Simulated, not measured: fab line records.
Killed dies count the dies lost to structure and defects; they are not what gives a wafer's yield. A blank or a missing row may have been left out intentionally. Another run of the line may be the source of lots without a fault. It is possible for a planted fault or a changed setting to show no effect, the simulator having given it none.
A single fault, viewed from 2 desks    flow n5-finfet    every desk sees just its own numbers, and what lay behind them comes last

AT THE TOOL OWNER'S DESK: pecvd-01
The tool's own readings at N5_PASSIVATION_PECVD_53 (deposits SiO2 from TEOS/O2, target thk 800 nm, time 169.4 s): means of the sampled wafers that have a number, for each lot that ran on this tool. Marked OUT: a lot whose mean sits more than 4 standard deviations from the usual mean, which makes it out of limits; the brackets give that distance.
Columns: A = run-length-s at N5_PASSIVATION_PECVD_53, usual 197.5 s
lot   first seen here  A
L361  day 12 09:59     197.1
L373  day 14 21:28     166.1 (-52) OUT
L372  day 15 11:27     166.1 (-52) OUT
This desk's verdict: out of limits on L372, L373, starting with L373 at day 14 21:28 (run-length-s at N5_PASSIVATION_PECVD_53). L361: within limits.

THE METROLOGY DESK
What the gauges read, lot by lot, whatever tool the lot ran on: means of the sampled wafers that have a number. Marked OUT: a lot whose mean sits more than 4 standard deviations from the usual mean, which makes it out of limits; the brackets give that distance.
Columns: A = cd-nm at N5_PASSIVATION_CD_MEAS_10, usual 2999.1 nm
lot   first seen here  A
L361  day 12 06:44     2995.1
L364  day 12 16:43     2998.0
L365  day 13 00:02     3001.8
L368  day 13 15:59     2996.6
L370  day 14 09:43     3001.6
L373  day 14 18:40     2999.5
L372  day 15 08:14     3001.5
L375  day 15 13:01     2998.6
L376  day 16 00:46     3000.8
L381  day 17 01:40     3000.4
L382  day 17 06:42     2999.6
L383  day 17 12:02     2999.3
This desk's finding: nothing out of limits on any of the 12 lots.

PUT TOGETHER
At day 14 21:28, on L372, L373, the tool owner's desk was in a position to raise an alarm.
Nothing out of limits was seen by the metrology desk.
The metrology desk holds a record of L372, L373, inside its limits.
Of the lots named, all ran N5_PASSIVATION_PECVD_53 on pecvd-01.

WHAT WAS PUT IN BY THE SIMULATOR
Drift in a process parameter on pecvd-01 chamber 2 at N5_PASSIVATION_PECVD_53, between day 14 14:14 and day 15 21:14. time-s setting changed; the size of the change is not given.
Shown lots that were struck: L372, L373.
How many hours passed from the start of the fault until each desk's first out-of-limits reading: the tool owner's desk, 7.
